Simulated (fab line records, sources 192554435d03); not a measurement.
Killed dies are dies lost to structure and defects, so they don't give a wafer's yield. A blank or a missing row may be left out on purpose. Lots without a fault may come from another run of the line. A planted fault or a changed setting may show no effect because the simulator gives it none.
fab line records | flow n5_finfet
record lots=8 wafers=23 last_day=17
route steps=1938 shown BEOL_M9@1438 PASSIVATION@1936
lots that met no fault: from a run of the same line without faults
start_h: hours from the record's first day to the start of the lot's first wafer shown | wait_h: hours since the lot's step before | " the same as in the row above | L1.1+2: a row that stands for several wafers | - no value, or no start given | * or withheld: withheld | < > ~ a bound
route shown NAME@n: a module of which the file shows steps, and the number in the route of the first | usual: mean/standard deviation of fault-free wafers | same: alike in all rows | chamber/n: place in a boat | sites: the reading at each site | _std_site: their standard deviation | _edge_site: outer sites' mean less inner sites' | radius_mm: how far each site lies from the wafer's centre | mask NAME#n: copy n | behind: the tool/chamber that last shaped the wafer | hold: why the lot was held/for how many hours/how that ended | device: the transistor (n, p or np) that didn't switch | end of line: the same wafers' tests at the end of the route | a step without rows: its recipe alone | killed: dies lost to structure and defects at the first sort, not the wafer's yield | map: a wafer's dies, x killed, . not, _ none there
set.NAME: the setting as run; set.NAME@STEP: as run at that earlier step | model.NAME: the simulator's own value behind a step, which no gauge read
steps of the route over a sample of lots; a table a step, a row a wafer
services: from which hour (start_h, from the record's first day; less than 0 if before it) a tool's chamber was out of use, for how many hours, and why
## steps
# step N5_BEOL_M9_ETCH_76
# recipe chemistry=N2/H2 target=underlayer target_depth_a=65 mask_material=CAR-EUV time_s=5.2 ion_energy_ev=200 pressure_mtorr=30 source_w=840 bias_w=150 n2_flow_sccm=200 h2_flow_sccm=200 ends=cleared
# usual bias_w=150.0/0.48 drypump_motor_current_A=5.6/0.44 etch_rf_on_time_s=5.23/0.2 h2_flow_sccm=199.9/0.67 oes_product_au=0.69/0.06 rf_fwd_power_W=819.9/2.6 rf_vpp_V=523.1/2.3 showerhead_plenum_p_Torr=2.51/0.073 throttle_valve_pct=17.70/0.29
# columns lot.wafer tool chamber start_h wait_h bias_w drypump_motor_current_A etch_rf_on_time_s h2_flow_sccm oes_product_au rf_fwd_power_W rf_hours_counter_h rf_vpp_V showerhead_plenum_p_Torr throttle_valve_pct
L557.1 rie_diel-05 2 220.48 0.0 149.6 5.1 5.22 200.8 0.72 817.8 77 523.7 2.45 17.76
L557.4 " 2 " " 150.2 5.0 5.20 200.5 0.71 819.1 - 521.1 2.45 17.74
L557.6 " 3 " " 149.5 5.8 5.41 200.9 0.60 818.1 - 526.0 2.63 18.21
L564.1 rie_diel-01 2 257.37 0.0 150.4 5.3 5.21 200.6 0.74 821.2 44 521.9 2.44 17.36
L564.2 " 1 " " 150.0 5.4 5.53 200.0 0.68 819.0 56 523.3 2.47 17.31
L564.4 " 0 " " 150.0 5.5 4.77 199.8 0.75 817.4 49 522.6 2.46 17.59
L563.1 rie_diel-01 2 263.00 0.0 150.2 5.2 5.16 198.7 0.74 821.7 46 520.9 2.44 17.35
L563.3 " 0 " " 150.1 5.5 4.83 198.5 0.75 816.7 51 524.2 2.46 17.62
L563.5 " 1 " " 150.9 5.4 5.43 200.2 0.70 815.6 - 522.4 2.47 17.33
L574.2 rie_diel-01 0 316.99 0.0 149.0 5.5 4.88 200.1 0.72 815.0 68 521.6 2.45 17.64
L574.3 " 3 " " 150.6 6.0 5.27 200.4 0.69 815.9 94 524.6 2.56 17.76
L574.5 " 0 " " 149.8 5.5 4.88 200.0 0.72 813.9 - 522.1 2.45 17.65
L573.3 rie_diel-01 3 325.47 0.0 150.2 6.1 5.16 200.4 0.69 823.4 96 523.6 2.56 17.81
L573.4 " 1 " " 150.4 5.4 5.54 200.1 0.67 820.3 77 522.9 2.46 17.35
L573.6 " 1 " " 150.4 5.4 5.51 200.3 0.68 819.1 - 519.2 2.46 17.36
L576.3 rie_diel-05 1 327.68 0.0 149.9 6.0 5.38 198.6 0.76 819.3 27 525.5 2.58 17.27
L576.5 " 2 " " 149.5 5.0 5.20 200.5 0.68 820.0 - 524.3 2.44 17.81
L576.6 " 3 " " 149.8 5.8 5.36 200.2 0.58 820.0 - 526.0 2.62 18.25
L575.2 rie_diel-03 1 327.87 0.0 148.9 6.6 5.38 199.2 0.61 816.9 204 524.7 2.50 17.87
L575.5 " 0 " " 150.4 6.1 5.12 198.6 0.68 821.4 - 526.2 2.56 18.14
L577.2 rie_diel-05 3 337.75 0.0 149.9 5.8 5.42 199.9 0.58 816.4 246 525.5 2.61 18.24
L577.3 " 0 " " 150.6 5.1 5.40 199.4 0.59 821.1 232 520.3 2.42 17.99
L577.6 " 0 " " 150.2 5.1 5.33 200.5 0.59 821.0 - 519.1 2.42 18.01
# step N5_BEOL_M9_TRENCH_ETCH_37
# recipe chemistry=C4F6/O2 target_depth_a=1514.3 target=SiCOH_lowk time_s=49 ion_energy_ev=250 pressure_mtorr=30 source_w=345 bias_w=185 Ar_flow_sccm=300 C4F6_flow_sccm=10 O2_flow_sccm=10
# usual bias_w=185.1/0.57 drypump_motor_current_A=5.6/0.43 oes_f_703_au=0.79/0.066 oes_o_777_au=0.80/0.061 oes_product_au=0.80/0.071 rf_fwd_power_W=341.7/1.3 rf_vpp_V=668/25 showerhead_plenum_p_Torr=2.83/0.085 throttle_valve_pct=20.87/0.23
# same time_s=49
# columns lot.wafer tool chamber start_h wait_h bias_w drypump_motor_current_A oes_f_703_au oes_o_777_au oes_product_au rf_fwd_power_W rf_hours_counter_h rf_vpp_V showerhead_plenum_p_Torr throttle_valve_pct
L557.1 rie_diel-05 2 220.73 - 184.7 5.0 0.81 0.83 0.84 340.9 77 676 2.73 20.74
L557.4 " 2 " " 184.5 5.1 0.81 0.82 0.84 341.2 - 678 2.73 20.71
L557.6 " 3 " " 186.0 5.8 0.66 0.70 0.71 341.5 - 703 2.96 21.35
L564.1 rie_diel-01 2 257.62 - 184.8 5.3 0.85 0.87 0.87 343.8 44 681 2.78 20.71
L564.2 " 1 " " 184.3 5.4 0.77 0.79 0.82 343.2 56 681 2.80 20.66
L564.4 " 0 " " 185.0 5.5 0.86 0.86 0.87 339.1 49 676 2.80 20.85
L563.1 rie_diel-01 2 263.25 - 186.4 5.3 0.84 0.87 0.87 342.8 46 682 2.78 20.71
L563.3 " 0 " " 184.6 5.5 0.86 0.86 0.86 340.6 51 675 2.80 20.85
L563.5 " 1 " " 185.0 5.4 0.77 0.79 0.81 341.6 - 679 2.80 20.66
L574.2 rie_diel-01 0 317.24 - 185.6 5.5 1.09 1.03 0.90 423.5 68 605 2.79 20.90
L574.3 " 3 " " 184.3 6.0 1.06 1.01 0.85 422.6 94 566 2.91 21.16
L574.5 " 0 " " 185.1 5.5 1.09 1.04 0.90 422.4 - 605 2.79 20.90
L573.3 rie_diel-01 3 325.72 - 184.0 6.0 1.05 1.01 0.85 424.4 96 567 2.91 21.16
L573.4 " 1 " " 184.9 5.4 0.97 0.97 0.84 424.7 78 610 2.79 20.71
L573.6 " 1 " " 185.2 5.4 0.97 0.96 0.84 425.3 - 611 2.79 20.71
L576.3 rie_diel-05 1 327.93 - 185.4 6.0 0.88 0.88 0.92 342.8 27 669 2.90 20.51
L576.5 " 2 " " 185.3 5.1 0.77 0.79 0.80 342.5 - 676 2.71 20.77
L576.6 " 3 " " 185.6 5.8 0.65 0.68 0.68 343.4 - 703 2.94 21.40
L575.2 rie_diel-03 1 328.11 - 184.8 6.5 0.70 0.69 0.72 338.9 204 684 2.79 20.89
L575.5 " 0 " " 184.5 6.1 0.78 0.77 0.78 342.4 - 692 2.84 20.91
L577.2 rie_diel-05 3 337.99 - 185.0 5.8 0.65 0.68 0.68 341.0 247 703 2.94 21.41
L577.3 " 0 " " 184.3 5.2 0.72 0.73 0.67 342.0 232 616 2.69 20.82
L577.6 " 0 " " 185.6 5.2 0.72 0.73 0.67 341.4 - 615 2.69 20.85
# step N5_BEOL_M9_STRIP_80
# recipe chemistry=N2/H2 time_s=10 power_w=450 temp_c=40 pressure_mtorr=20 rf_frequency_hz=6e+07 bias_power_w=7 n2_flow_sccm=200 h2_flow_sccm=200
# usual drypump_motor_current_A=5.6/0.44 h2_flow_sccm=200.0/0.55 oes_product_au=0.81/0.072 rf_vpp_V=59.1/0.81 showerhead_plenum_p_Torr=2.50/0.073 throttle_valve_pct=23.4/0.39
# same time_s=10
# columns lot.wafer tool chamber start_h wait_h drypump_motor_current_A h2_flow_sccm oes_product_au rf_hours_counter_h rf_vpp_V showerhead_plenum_p_Torr throttle_valve_pct
L557.1 rie_diel-05 2 - - 5.0 199.8 0.85 77 60.1 2.45 23.6
L557.4 " 2 " " 5.0 200.7 0.85 - 58.3 2.45 23.6
L557.6 " 3 " " 5.8 199.2 0.72 - 58.8 2.63 23.9
L564.1 rie_diel-01 2 - - 5.2 199.5 0.88 44 58.8 2.44 23.1
L564.2 " 1 " " 5.4 199.8 0.84 56 58.6 2.47 22.8
L564.4 " 0 " " 5.5 200.1 0.87 49 59.1 2.46 23.5
L563.1 rie_diel-01 2 - - 5.3 200.1 0.88 46 60.8 2.44 23.1
L563.3 " 0 " " 5.5 199.7 0.86 51 59.2 2.46 23.5
L563.5 " 1 " " 5.4 199.7 0.84 - 58.7 2.47 22.8
L574.2 rie_diel-01 0 - - 5.5 200.3 0.84 68 58.7 2.45 23.5
L574.3 " 3 " " 6.1 200.0 0.79 94 58.6 2.55 23.6
L574.5 " 0 " " 5.5 200.7 0.85 - 59.5 2.45 23.5
L573.3 rie_diel-01 3 - - 6.0 199.6 0.81 96 60.1 2.55 23.6
L573.4 " 1 " " 5.4 200.0 0.81 78 59.1 2.46 22.8
L573.6 " 1 " " 5.4 198.6 0.82 - 58.8 2.46 22.9
L576.3 rie_diel-05 1 - - 5.9 201.1 0.95 27 59.1 2.58 22.9
L576.5 " 2 " " 5.0 200.1 0.81 - 58.3 2.43 23.7
L576.6 " 3 " " 5.8 201.8 0.69 - 58.9 2.61 23.9
L575.2 rie_diel-03 1 - - 6.6 200.1 0.72 204 58.6 2.50 23.4
L575.5 " 0 " " 6.1 200.2 0.77 - 57.7 2.56 24.3
L577.2 rie_diel-05 3 - - 5.8 199.3 0.69 247 59.5 2.61 23.9
L577.3 " 0 " " 5.2 199.9 0.68 232 59.2 2.42 23.8
L577.6 " 0 " " 5.2 200.9 0.68 - 58.5 2.42 23.8
# step N5_BEOL_M9_OCD_MEAS_38
# usual trench_depth_nm=151/3.8
# columns lot.wafer tool chamber start_h wait_h trench_depth_nm
L557.1 ocd-01 - 220.90 - 151
L557.4 " - " " 151
L557.6 " - " " 147
L564.1 ocd-01 - 257.79 - 151
L564.2 " - " " 148
L564.4 " - " " 160
L563.1 ocd-01 - 263.42 - 152
L563.3 " - " " 159
L563.5 " - " " 147
L574.2 ocd-01 - 317.42 - 173
L574.3 " - " " 164
L574.5 " - " " 172
L573.3 ocd-02 - 325.90 - 165
L573.4 " - " " 162
L573.6 " - " " 162
L576.3 ocd-01 - 328.11 - 151
L576.5 " - " " 150
L576.6 " - " " 148
L575.2 ocd-02 - 328.29 - 147
L575.5 " - " " 152
L577.2 ocd-01 - 338.17 - 147
L577.3 " - " " 144
L577.6 " - " " 145
# step N5_BEOL_M9_ALD_74
# recipe material=TaN target_thk_a=20 temp_c=275 ald_precursor_family=PDMAT ald_co_reactant=NH3 pressure_torr=3 carrier_flow_sccm=1500 pulse_time_s=2 purge_time_s=3 co_reactant_purge_time_s=2 co_reactant_pulse_time_s=3 ald_cycles=40 precursor_vessel_temp_c=75 precursor_vessel_pressure_torr=26.25 precursor_vessel_carrier_sccm=1000
# usual heater_power_w=403/57
# columns lot.wafer tool chamber start_h wait_h heater_power_w
L557.1 ald_metal-03 3 221.70 0.0 424
L557.4 " 0 " " 458
L557.6 " 2 " " 384
L564.1 ald_metal-03 0 258.79 0.1 467
L564.2 " 3 " " 425
L564.4 " 2 " " 375
L563.1 ald_metal-01 3 264.34 0.0 359
L563.3 " 1 " " 443
L563.5 " 0 " " 534
L574.2 ald_metal-02 0 318.35 0.0 381
L574.3 " 2 " " 467
L574.5 " 3 " " 342
L573.3 ald_metal-02 3 326.81 0.0 349
L573.4 " 0 " " 377
L573.6 " 1 " " 388
L576.3 ald_metal-03 2 329.87 0.0 381
L576.5 " 2 " " 380
L576.6 " 1 " " 366
L575.2 ald_metal-01 0 329.96 0.1 518
L575.5 " 2 " " 329
L577.2 ald_metal-02 0 342.17 0.3 381
L577.3 " 2 " " 453
L577.6 " 2 " " 457
# step N5_BEOL_M9_THK_MEAS_53
# recipe thk_meas_gauge=xrf reads=Cu_of_BEOL_M9_ECD_50
# usual M9_THK=141/4.3
# columns lot.wafer tool chamber start_h wait_h M9_THK[nm]
L557.1 film_metro-02 - 223.21 - 141
L557.4 " - " " 139
L557.6 " - " " 133
L564.1 film_metro-02 - 261.69 - 141
L564.2 " - " " 137
L564.4 " - " " 150
L563.1 film_metro-02 - 267.33 - 141
L563.3 " - " " 148
L563.5 " - " " 136
L574.2 film_metro-02 - 320.16 - 164
L574.3 " - " " 154
L574.5 " - " " 163
L573.3 film_metro-02 - 329.49 - 155
L573.4 " - " " 155
L573.6 " - " " 152
L576.3 film_metro-01 - 331.89 - 142
L576.5 " - " " 138
L576.6 " - " " 136
L575.2 film_metro-02 - 332.16 - 136
L575.5 " - " " 140
L577.2 film_metro-01 - 343.62 - 135
L577.3 " - " " 136
L577.6 " - " " 133
# step N5_BEOL_M9_RS_MEAS_57
# recipe thk_meas_gauge=four-point-probe reads=Cu_of_BEOL_M9_ECD_50+Co_of_BEOL_M9_CVD_78+TaN_of_BEOL_M9_ALD_74
# usual M9_RS=0.152/0.0049
# columns lot.wafer tool chamber start_h wait_h M9_RS[ohm/sq]
L557.1 film_metro-02 - 223.35 0.1 0.151
L557.4 " - " " 0.153
L557.6 " - " " 0.160
L564.1 film_metro-01 - 261.83 0.1 0.152
L564.2 " - " " 0.156
L564.4 " - " " 0.142
L563.1 film_metro-02 - 267.46 0.1 0.151
L563.3 " - " " 0.143
L563.5 " - " " 0.157
L574.2 film_metro-02 - 320.29 0.1 0.127
L574.3 " - " " 0.137
L574.5 " - " " 0.128
L573.3 film_metro-02 - 329.63 0.1 0.137
L573.4 " - " " 0.137
L573.6 " - " " 0.140
L576.3 film_metro-02 - 332.06 0.1 0.150
L576.5 " - " " 0.154
L576.6 " - " " 0.156
L575.2 film_metro-01 - 332.33 0.1 0.157
L575.5 " - " " 0.153
L577.2 film_metro-01 - 343.76 0.1 0.159
L577.3 " - " " 0.158
L577.6 " - " " 0.162
# step N5_PASSIVATION_PROBE_49
# usual defect_limited_yield=91.5/1.4 killed_at_M0_to_M3=32/11 killed_at_M4_up=12/4.4 killed_at_contacts=13/6.1 killed_at_front_end=39/12 killed_at_other=3.9/3 killed_dies=100/17 killed_open=66/12 killed_short=33/7.4 sort_bin_5_function=5.0/0.95 sort_bin_6_memory=3.2/0.66 sort_bin_8_speed=0.0/0.33 sort_n_pass=1079/17 sort_yield_pct=91.4/1.5
# same gross_dies=1180 killed_at_back_side=0 sort_bin_4_leakage[%]=0
# columns lot.wafer tool chamber start_h wait_h defect_limited_yield[%] killed_at_M0_to_M3 killed_at_M4_up killed_at_contacts killed_at_front_end killed_at_other killed_dies killed_open killed_short sort_bin_5_function[%] sort_bin_6_memory[%] sort_bin_8_speed[%] sort_n_pass sort_yield_pct[%]
L574.2 prober-02 - 378.28 0.1 92.5 33 7 13 34 2 89 57 31 4.5 2.7 0 1091 92.5
L574.3 prober-02 - 378.33 0.1 91.4 31 14 9 39 8 101 62 36 4.5 3.9 0 1079 91.4
L574.5 prober-02 - 378.43 0.2 94.1 26 8 4 28 4 70 40 30 3.6 2.2 0 1110 94.1
L573.3 prober-01 - 392.21 0.1 92.9 19 16 23 25 1 84 63 20 4.2 2.8 0 1096 92.9
L573.4 prober-01 - 392.26 0.2 93.8 19 13 12 27 2 73 50 22 3.1 2.7 0 1107 93.8
L573.6 prober-01 - 392.36 0.3 92.7 26 20 12 25 3 86 57 27 4.3 2.9 0 1094 92.7
# killed by level:class
L574.2 STI_FIN_REVEAL:geometric_particle:open=12 BEOL_M2:geometric_particle:open=9 MOL_CONTACT_COAG:geometric_particle:open=8 FIN_SAQP:geometric_particle:short=6 MOL_CONTACT_COAG:geometric_particle:short=4 BEOL_M0_SAQP:geometric_particle:short=4 BEOL_M0_SAQP:geometric_particle:open=4 BEOL_M1:geometric_particle:open=4
L574.3 FIN_SAQP:geometric_particle:open=10 BEOL_M0_SAQP:geometric_particle:open=10 BEOL_M4:geometric_particle:open=8 GATE_CUT:geometric_particle:short=7 MOL_CONTACT_COAG:geometric_particle:open=7 BEOL_M0_SAQP:geometric_particle:short=7 FIN_SAQP:geometric_particle:short=5 STI_FIN_REVEAL:geometric_particle:open=5
L574.5 FIN_SAQP:geometric_particle:short=6 BEOL_M3:geometric_particle:open=5 STARTING-WAFER:geometric_particle:short=5 FIN_SAQP:geometric_particle:open=4 BEOL_M0_SAQP:geometric_particle:short=4 BEOL_M2:geometric_particle:open=4 BEOL_M4:geometric_particle:open=4 STI_FIN_REVEAL:geometric_particle:open=3
L573.3 MOL_CONTACT_COAG:geometric_particle:open=19 BEOL_M4:geometric_particle:open=13 GATE_CUT:geometric_particle:short=7 BEOL_M2:geometric_particle:open=7 STI_FIN_REVEAL:geometric_particle:open=4 MOL_CONTACT_COAG:geometric_particle:short=3 BEOL_M0_SAQP:geometric_particle:open=3 BEOL_M1:geometric_particle:open=3
L573.4 MOL_CONTACT_COAG:geometric_particle:open=10 FIN_SAQP:geometric_particle:open=6 BEOL_M2:geometric_particle:open=6 BEOL_M0_SAQP:geometric_particle:open=5 BEOL_M4:geometric_particle:open=5 STARTING-WAFER:geometric_particle:short=5 FIN_SAQP:geometric_particle:short=4 GATE_CUT:geometric_particle:open=3
L573.6 BEOL_M4:geometric_particle:open=13 MOL_CONTACT_COAG:geometric_particle:open=9 BEOL_M1:geometric_particle:open=8 DUMMY_GATE:geometric_particle:open=4 GATE_CUT:geometric_particle:open=4 GATE_CUT:geometric_particle:short=4 BEOL_M0_SAQP:geometric_particle:open=4 BEOL_M3:geometric_particle:short=4
## services
# columns tool chamber start_h hours kind
rie_diel-05 0 200.72 8.9 repair
rie_diel-05 1 203.12 7.6 repair
rie_diel-05 1 211.16 - clean
rie_diel-05 1 211.16 - consumable_replace:focus_ring
rie_diel-05 1 211.16 31.8 scheduled_down
rie_diel-05 1 211.16 31.8 vent_cycle
rie_diel-05 3 215.05 2.0 repair
ald_metal-03 3 216.40 2.1 repair
rie_diel-03 3 256.81 3.9 repair
ald_metal-03 3 262.83 25.9 repair
ald_metal-01 - 306.07 8.7 pm
ald_metal-03 2 313.96 1.7 repair
ald_metal-03 - 330.69 8.7 pm
rie_diel-01 0 339.95 5.7 repair
## key
first_sign step=N5_BEOL_M9_TRENCH_ETCH_37 reading=rf_fwd_power_W direction=up sigmas=63 usual=* struck=*
effect step=N5_BEOL_M9_TRENCH_ETCH_37 reading=oes_f_703_au direction=up sigmas=3.8 usual=0.79 struck=1.04
effect step=N5_BEOL_M9_OCD_MEAS_38 reading=trench_depth_nm direction=up sigmas=4.1 usual=151 struck=166
effect step=N5_BEOL_M9_THK_MEAS_53 reading=M9_THK direction=up sigmas=3.9 usual=141 struck=157
effect step=N5_BEOL_M9_RS_MEAS_57 reading=M9_RS direction=down sigmas=3.6 usual=0.152 struck=0.135
met_at N5_BEOL_M9_TRENCH_ETCH_37
struck_lots L573,L574
not_acting_at N5_BEOL_M9_ETCH_76,N5_BEOL_M9_STRIP_80,N5_BEOL_M9_ALD_74
onset_between 263.25 317.24
fault kind=process_parameter_drift tool=rie_diel-01 chamber=- onset_h=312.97 steps=N5_BEOL_M9_TRENCH_ETCH_37 channel=source_w offset=82.8 shape=step end_h=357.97 acts_in=these_recipes_only stated=345
